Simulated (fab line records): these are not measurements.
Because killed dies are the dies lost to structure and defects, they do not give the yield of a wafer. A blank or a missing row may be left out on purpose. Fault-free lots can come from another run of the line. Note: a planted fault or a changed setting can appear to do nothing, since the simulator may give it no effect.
Which tool was responsible? || flow nandHarc || Sampling: 13 lots, 39 wafers, 5 of 1302 route steps

## WHAT THE GAUGES READ, wafer by wafer
NHARC_END_SORT_01. Usual: killedAtArray 49, standard deviation 18; killedAtOther 0.8, standard deviation 1; killedAtPeriphery 4.2, standard deviation 2.8; killedDies 54, standard deviation 18; killedOpen 3.0, standard deviation 1.7; killedShort 2.5, standard deviation 1.6.
{"lot": "L697", "measured": "day 25 11:13", "on": "prober-02", "killedAtArray": "39 64 52", "killedAtOther": "0 0 0", "killedAtPeriphery": "10 6 8", "killedDies": "49 70 60", "killedOpen": "0 3 2", "killedShort": "2 0 2", "flag": ""}
{"lot": "L708", "measured": "day 29 08:16", "on": "prober-01", "killedAtArray": "46 49 41", "killedAtOther": "2 1 1", "killedAtPeriphery": "0 3 1", "killedDies": "48 53 43", "killedOpen": "4 4 2", "killedShort": "2 3 2", "flag": ""}
{"lot": "L709", "measured": "day 30 08:20", "on": "prober-02", "killedAtArray": "47 28 35", "killedAtOther": "1 0 2", "killedAtPeriphery": "1 1 2", "killedDies": "49 29 39", "killedOpen": "1 1 1", "killedShort": "3 2 3", "flag": ""}
{"lot": "L713", "measured": "day 31 19:52", "on": "prober-01", "killedAtArray": "85 60 80", "killedAtOther": "0 0 0", "killedAtPeriphery": "4 4 9", "killedDies": "89 64 89", "killedOpen": "3 3 4", "killedShort": "3 0 2", "flag": ""}
{"lot": "L717", "measured": "day 33 02:23", "on": "prober-01", "killedAtArray": "66 65 54", "killedAtOther": "0 0 0", "killedAtPeriphery": "5 7 6", "killedDies": "71 72 60", "killedOpen": "5 1 4", "killedShort": "4 4 4", "flag": ""}

## WHAT TOOL EACH LOT RAN ON (gives the tool, then ch and the chambers of the sampled wafers, and finally the start)
{"lot": "L697", "NHARC_P_GATE_STRIP_111": "plasmaAsher-02 ch 0,1, day 5 17:50", "NHARC_P_GATE_STRIP_113": "plasmaAsher-01 ch 0,1, day 5 21:17", "NHARC_P_GATE_RTA_64": "rtpAnneal-02 ch 0, day 5 22:27", "NHARC_P_GATE_STRIP_67": "wetBench-01 ch 0,1,3, day 5 23:16"}
{"lot": "L699", "NHARC_P_GATE_STRIP_111": "plasmaAsher-01 ch 0,1, day 6 17:18", "NHARC_P_GATE_STRIP_113": "plasmaAsher-02 ch 0,1, day 6 20:40", "NHARC_P_GATE_RTA_64": "rtpAnneal-01 ch 0, day 6 21:58", "NHARC_P_GATE_STRIP_67": "wetBench-01 ch 4,6,7, day 6 22:44"}
{"lot": "L703", "NHARC_P_GATE_STRIP_111": "plasmaAsher-02 ch 0,1, day 8 11:15", "NHARC_P_GATE_STRIP_113": "plasmaAsher-02 ch 0,1, day 8 14:44", "NHARC_P_GATE_RTA_64": "rtpAnneal-02 ch 0, day 8 16:00", "NHARC_P_GATE_STRIP_67": "wetBench-01 ch 1,3,5, day 8 16:48"}
{"lot": "L704", "NHARC_P_GATE_STRIP_111": "plasmaAsher-01 ch 0,1, day 9 01:19", "NHARC_P_GATE_STRIP_113": "plasmaAsher-02 ch 0,1, day 9 04:41", "NHARC_P_GATE_RTA_64": "rtpAnneal-02 ch 0, day 9 05:58", "NHARC_P_GATE_STRIP_67": "wetBench-01 ch 0,1,5, day 9 06:46"}
{"lot": "L705", "NHARC_P_GATE_STRIP_111": "plasmaAsher-02 ch 0,1, day 9 03:50", "NHARC_P_GATE_STRIP_113": "plasmaAsher-01 ch 0,1, day 9 07:17", "NHARC_P_GATE_RTA_64": "rtpAnneal-02 ch 0, day 9 08:35", "NHARC_P_GATE_STRIP_67": "wetBench-01 ch 4,5,6, day 9 09:23"}
{"lot": "L708", "NHARC_P_GATE_STRIP_111": "plasmaAsher-01 ch 0,1, day 10 07:10", "NHARC_P_GATE_STRIP_113": "plasmaAsher-01 ch 0,1, day 10 10:20", "NHARC_P_GATE_RTA_64": "rtpAnneal-02 ch 0, day 10 11:37", "NHARC_P_GATE_STRIP_67": "wetBench-02 ch 1,2,5, day 10 12:25"}
{"lot": "L709", "NHARC_P_GATE_STRIP_111": "plasmaAsher-02 ch 0,1, day 10 18:23", "NHARC_P_GATE_STRIP_113": "plasmaAsher-02 ch 0,1, day 10 21:58", "NHARC_P_GATE_RTA_64": "rtpAnneal-02 ch 0, day 10 23:09", "NHARC_P_GATE_STRIP_67": "wetBench-02 ch 1,6,7, day 10 23:56"}
{"lot": "L712", "NHARC_P_GATE_STRIP_111": "plasmaAsher-01 ch 0,1, day 11 17:49", "NHARC_P_GATE_STRIP_113": "plasmaAsher-01 ch 0,1, day 11 21:17", "NHARC_P_GATE_RTA_64": "rtpAnneal-01 ch 0, day 11 22:34", "NHARC_P_GATE_STRIP_67": "wetBench-01 ch 0,6,7, day 11 23:23"}
{"lot": "L713", "NHARC_P_GATE_STRIP_111": "plasmaAsher-01 ch 0,1, day 11 23:58", "NHARC_P_GATE_STRIP_113": "plasmaAsher-02 ch 0,1, day 12 03:22", "NHARC_P_GATE_RTA_64": "rtpAnneal-01 ch 0, day 12 04:32", "NHARC_P_GATE_STRIP_67": "wetBench-07 ch 0,4,5, day 12 05:21"}
{"lot": "L714", "NHARC_P_GATE_STRIP_111": "plasmaAsher-02 ch 0,1, day 12 11:46", "NHARC_P_GATE_STRIP_113": "plasmaAsher-01 ch 0,1, day 12 15:11", "NHARC_P_GATE_RTA_64": "rtpAnneal-02 ch 0, day 12 16:31", "NHARC_P_GATE_STRIP_67": "wetBench-02 ch 1,2,7, day 12 17:28"}
{"lot": "L716", "NHARC_P_GATE_STRIP_111": "plasmaAsher-01 ch 0,1, day 13 08:39", "NHARC_P_GATE_STRIP_113": "plasmaAsher-01 ch 0,1, day 13 12:01", "NHARC_P_GATE_RTA_64": "rtpAnneal-01 ch 0, day 13 13:17", "NHARC_P_GATE_STRIP_67": "wetBench-01 ch 0,5,6, day 13 14:05"}
{"lot": "L717", "NHARC_P_GATE_STRIP_111": "plasmaAsher-02 ch 0,1, day 13 17:44", "NHARC_P_GATE_STRIP_113": "plasmaAsher-02 ch 0, day 13 21:20", "NHARC_P_GATE_RTA_64": "rtpAnneal-02 ch 0, day 13 22:36", "NHARC_P_GATE_STRIP_67": "wetBench-07 ch 1,3,7, day 13 23:23"}
{"lot": "L718", "NHARC_P_GATE_STRIP_111": "plasmaAsher-02 ch 0,1, day 14 18:11", "NHARC_P_GATE_STRIP_113": "plasmaAsher-02 ch 0,1, day 14 21:40", "NHARC_P_GATE_RTA_64": "rtpAnneal-01 ch 0, day 14 22:56", "NHARC_P_GATE_STRIP_67": "wetBench-01 ch 1,3,4, day 14 23:44"}
- NHARC_P_GATE_STRIP_111: strips in N2/H2, time 250 s.
- NHARC_P_GATE_STRIP_113: strips in N2/H2, time 740 s.
- NHARC_P_GATE_RTA_64: time 1 s.
- NHARC_P_GATE_STRIP_67: strips in SPM, time 600 s.

## WHAT THE TOOLS THEMSELVES READ (means of the sampled wafers that have a number; where no wafer has one, the mark that the record gives instead)
NHARC_P_GATE_STRIP_111. Usual: drypumpMotorCurrentA 5.7 A, standard deviation 0.59; heaterPowerW 92 W, standard deviation 3.1; runLengthS 318.5 s, standard deviation 0.5.
{"lot": "L697", "tool": "plasmaAsher-02", "drypumpMotorCurrentA (A)": 5.3, "heaterPowerW (W)": 91, "runLengthS (s)": 318.9, "flag": ""}
{"lot": "L699", "tool": "plasmaAsher-01", "drypumpMotorCurrentA (A)": 5.7, "heaterPowerW (W)": 91, "runLengthS (s)": 318.1, "flag": ""}
{"lot": "L703", "tool": "plasmaAsher-02", "drypumpMotorCurrentA (A)": 5.3, "heaterPowerW (W)": 93, "runLengthS (s)": 318.8, "flag": ""}
{"lot": "L704", "tool": "plasmaAsher-01", "drypumpMotorCurrentA (A)": 5.7, "heaterPowerW (W)": 95, "runLengthS (s)": 318.0, "flag": ""}
{"lot": "L705", "tool": "plasmaAsher-02", "drypumpMotorCurrentA (A)": 5.4, "heaterPowerW (W)": 92, "runLengthS (s)": 318.9, "flag": ""}
{"lot": "L708", "tool": "plasmaAsher-01", "drypumpMotorCurrentA (A)": 5.7, "heaterPowerW (W)": 94, "runLengthS (s)": 318.1, "flag": ""}
{"lot": "L709", "tool": "plasmaAsher-02", "drypumpMotorCurrentA (A)": 5.4, "heaterPowerW (W)": 94, "runLengthS (s)": 318.7, "flag": ""}
{"lot": "L712", "tool": "plasmaAsher-01", "drypumpMotorCurrentA (A)": 5.7, "heaterPowerW (W)": 94, "runLengthS (s)": 318.4, "flag": ""}
{"lot": "L713", "tool": "plasmaAsher-01", "drypumpMotorCurrentA (A)": 5.7, "heaterPowerW (W)": 95, "runLengthS (s)": 318.2, "flag": ""}
{"lot": "L714", "tool": "plasmaAsher-02", "drypumpMotorCurrentA (A)": 5.9, "heaterPowerW (W)": 87, "runLengthS (s)": 319.2, "flag": ""}
{"lot": "L716", "tool": "plasmaAsher-01", "drypumpMotorCurrentA (A)": 5.7, "heaterPowerW (W)": 93, "runLengthS (s)": 318.1, "flag": ""}
{"lot": "L717", "tool": "plasmaAsher-02", "drypumpMotorCurrentA (A)": 5.4, "heaterPowerW (W)": 88, "runLengthS (s)": 318.6, "flag": ""}
{"lot": "L718", "tool": "plasmaAsher-02", "drypumpMotorCurrentA (A)": 5.4, "heaterPowerW (W)": 90, "runLengthS (s)": 318.7, "flag": ""}

NHARC_P_GATE_STRIP_113. Usual: drypumpMotorCurrentA 5.7 A, standard deviation 0.62; heaterPowerW 91 W, standard deviation 3.4; runLengthS 811.7 s, standard deviation 0.49.
{"lot": "L697", "tool": "plasmaAsher-01", "drypumpMotorCurrentA (A)": 5.7, "heaterPowerW (W)": 91, "runLengthS (s)": 811.6, "flag": ""}
{"lot": "L699", "tool": "plasmaAsher-02", "drypumpMotorCurrentA (A)": 5.9, "heaterPowerW (W)": 90, "runLengthS (s)": 812.2, "flag": ""}
{"lot": "L703", "tool": "plasmaAsher-02", "drypumpMotorCurrentA (A)": 5.9, "heaterPowerW (W)": 91, "runLengthS (s)": 812.2, "flag": ""}
{"lot": "L704", "tool": "plasmaAsher-02", "drypumpMotorCurrentA (A)": 5.3, "heaterPowerW (W)": 92, "runLengthS (s)": 812.2, "flag": ""}
{"lot": "L705", "tool": "plasmaAsher-01", "drypumpMotorCurrentA (A)": 6.0, "heaterPowerW (W)": 94, "runLengthS (s)": 811.1, "flag": ""}
{"lot": "L708", "tool": "plasmaAsher-01", "drypumpMotorCurrentA (A)": 6.0, "heaterPowerW (W)": 94, "runLengthS (s)": 811.4, "flag": ""}
{"lot": "L709", "tool": "plasmaAsher-02", "drypumpMotorCurrentA (A)": 5.3, "heaterPowerW (W)": 93, "runLengthS (s)": 812.0, "flag": ""}
{"lot": "L712", "tool": "plasmaAsher-01", "drypumpMotorCurrentA (A)": 5.7, "heaterPowerW (W)": 95, "runLengthS (s)": 811.6, "flag": ""}
{"lot": "L713", "tool": "plasmaAsher-02", "drypumpMotorCurrentA (A)": 5.9, "heaterPowerW (W)": 88, "runLengthS (s)": 812.2, "flag": ""}
{"lot": "L714", "tool": "plasmaAsher-01", "drypumpMotorCurrentA (A)": 6.0, "heaterPowerW (W)": 92, "runLengthS (s)": 811.2, "flag": ""}
{"lot": "L716", "tool": "plasmaAsher-01", "drypumpMotorCurrentA (A)": 5.7, "heaterPowerW (W)": 93, "runLengthS (s)": 811.3, "flag": ""}
{"lot": "L717", "tool": "plasmaAsher-02", "drypumpMotorCurrentA (A)": 4.8, "heaterPowerW (W)": 89, "runLengthS (s)": 811.8, "flag": ""}
{"lot": "L718", "tool": "plasmaAsher-02", "drypumpMotorCurrentA (A)": 5.4, "heaterPowerW (W)": 87, "runLengthS (s)": 812.0, "flag": ""}

NHARC_P_GATE_RTA_64. Usual: lampPowerPct 31.4 %, standard deviation 0.59; lamp_zone_1_pct 31.4 %, standard deviation 0.59; lamp_zone_6_pct 31.4 %, standard deviation 0.58; wafer_temp_C_max 1053.8, standard deviation 0.82.
{"lot": "L697", "tool": "rtpAnneal-02", "lampPowerPct (%)": 32.2, "lamp_zone_1_pct (%)": 32.2, "lamp_zone_6_pct (%)": 32.1, "wafer_temp_C_max": 1054.1, "flag": ""}
{"lot": "L699", "tool": "rtpAnneal-01", "lampPowerPct (%)": 30.9, "lamp_zone_1_pct (%)": 30.9, "lamp_zone_6_pct (%)": 30.9, "wafer_temp_C_max": 1054.9, "flag": ""}
{"lot": "L703", "tool": "rtpAnneal-02", "lampPowerPct (%)": 32.1, "lamp_zone_1_pct (%)": 32.1, "lamp_zone_6_pct (%)": 32.0, "wafer_temp_C_max": 1053.6, "flag": ""}
{"lot": "L704", "tool": "rtpAnneal-02", "lampPowerPct (%)": 32.1, "lamp_zone_1_pct (%)": 32.1, "lamp_zone_6_pct (%)": 32.0, "wafer_temp_C_max": 1053.8, "flag": ""}
{"lot": "L705", "tool": "rtpAnneal-02", "lampPowerPct (%)": 32.1, "lamp_zone_1_pct (%)": 32.1, "lamp_zone_6_pct (%)": 32.1, "wafer_temp_C_max": 1054.0, "flag": ""}
{"lot": "L708", "tool": "rtpAnneal-02", "lampPowerPct (%)": 32.1, "lamp_zone_1_pct (%)": 32.1, "lamp_zone_6_pct (%)": 32.2, "wafer_temp_C_max": 1054.0, "flag": ""}
{"lot": "L709", "tool": "rtpAnneal-02", "lampPowerPct (%)": 32.1, "lamp_zone_1_pct (%)": 32.1, "lamp_zone_6_pct (%)": 32.1, "wafer_temp_C_max": 1053.8, "flag": ""}
{"lot": "L712", "tool": "rtpAnneal-01", "lampPowerPct (%)": 31.0, "lamp_zone_1_pct (%)": 31.0, "lamp_zone_6_pct (%)": 31.0, "wafer_temp_C_max": 1052.7, "flag": ""}
{"lot": "L713", "tool": "rtpAnneal-01", "lampPowerPct (%)": 30.9, "lamp_zone_1_pct (%)": 30.9, "lamp_zone_6_pct (%)": 30.9, "wafer_temp_C_max": 1052.8, "flag": ""}
{"lot": "L714", "tool": "rtpAnneal-02", "lampPowerPct (%)": 32.2, "lamp_zone_1_pct (%)": 32.1, "lamp_zone_6_pct (%)": 32.1, "wafer_temp_C_max": 1053.4, "flag": ""}
{"lot": "L716", "tool": "rtpAnneal-01", "lampPowerPct (%)": 31.0, "lamp_zone_1_pct (%)": 31.0, "lamp_zone_6_pct (%)": 30.9, "wafer_temp_C_max": 1053.1, "flag": ""}
{"lot": "L717", "tool": "rtpAnneal-02", "lampPowerPct (%)": 32.2, "lamp_zone_1_pct (%)": 32.2, "lamp_zone_6_pct (%)": 32.1, "wafer_temp_C_max": 1054.5, "flag": ""}
{"lot": "L718", "tool": "rtpAnneal-01", "lampPowerPct (%)": 31.0, "lamp_zone_1_pct (%)": 30.9, "lamp_zone_6_pct (%)": 30.9, "wafer_temp_C_max": 1053.5, "flag": ""}

NHARC_P_GATE_STRIP_67. Usual: runLengthS at 602.9 s, with a standard deviation of 0.89.
{"lot": "L697", "tool": "wetBench-01", "runLengthS (s)": 603.3, "flag": ""}
{"lot": "L699", "tool": "wetBench-01", "runLengthS (s)": 602.5, "flag": ""}
{"lot": "L703", "tool": "wetBench-01", "runLengthS (s)": 224.1, "flag": "OFF"}
{"lot": "L704", "tool": "wetBench-01", "runLengthS (s)": 223.6, "flag": "OFF"}
{"lot": "L705", "tool": "wetBench-01", "runLengthS (s)": 223.3, "flag": "OFF"}
{"lot": "L708", "tool": "wetBench-02", "runLengthS (s)": 602.8, "flag": ""}
{"lot": "L709", "tool": "wetBench-02", "runLengthS (s)": 602.4, "flag": ""}
{"lot": "L712", "tool": "wetBench-01", "runLengthS (s)": 603.3, "flag": ""}
{"lot": "L713", "tool": "wetBench-07", "runLengthS (s)": 603.1, "flag": ""}
{"lot": "L714", "tool": "wetBench-02", "runLengthS (s)": 602.7, "flag": ""}
{"lot": "L716", "tool": "wetBench-01", "runLengthS (s)": 603.3, "flag": ""}
{"lot": "L717", "tool": "wetBench-07", "runLengthS (s)": 604.4, "flag": ""}
{"lot": "L718", "tool": "wetBench-01", "runLengthS (s)": 602.7, "flag": ""}

## THE ANSWER, worked out from the rows above alone
Rule: a lot counts as off when the mean over its wafers that have a number is more than 3 standard deviations away from the usual mean. A lot without any number at a reading at which 4 lots or more have one is off too. Where the step has rows for the other lots, those lots are counted as sound. Order of review: gauges by route order, followed by the tools' own readings, for which a lot's mean as printed above is used. At the first step where some lot is off, the reading lying furthest off is the one used; lots without a number count as furthest.
Off: L703, L704, L705 (NHARC_P_GATE_STRIP_67, runLengthS).
If a tool, at that step or one of the process steps before it, ran each lot that is off and ran no sound lot following the first of them, it fits. None of those tried fits.

## WHAT THE SIMULATOR PUT IN
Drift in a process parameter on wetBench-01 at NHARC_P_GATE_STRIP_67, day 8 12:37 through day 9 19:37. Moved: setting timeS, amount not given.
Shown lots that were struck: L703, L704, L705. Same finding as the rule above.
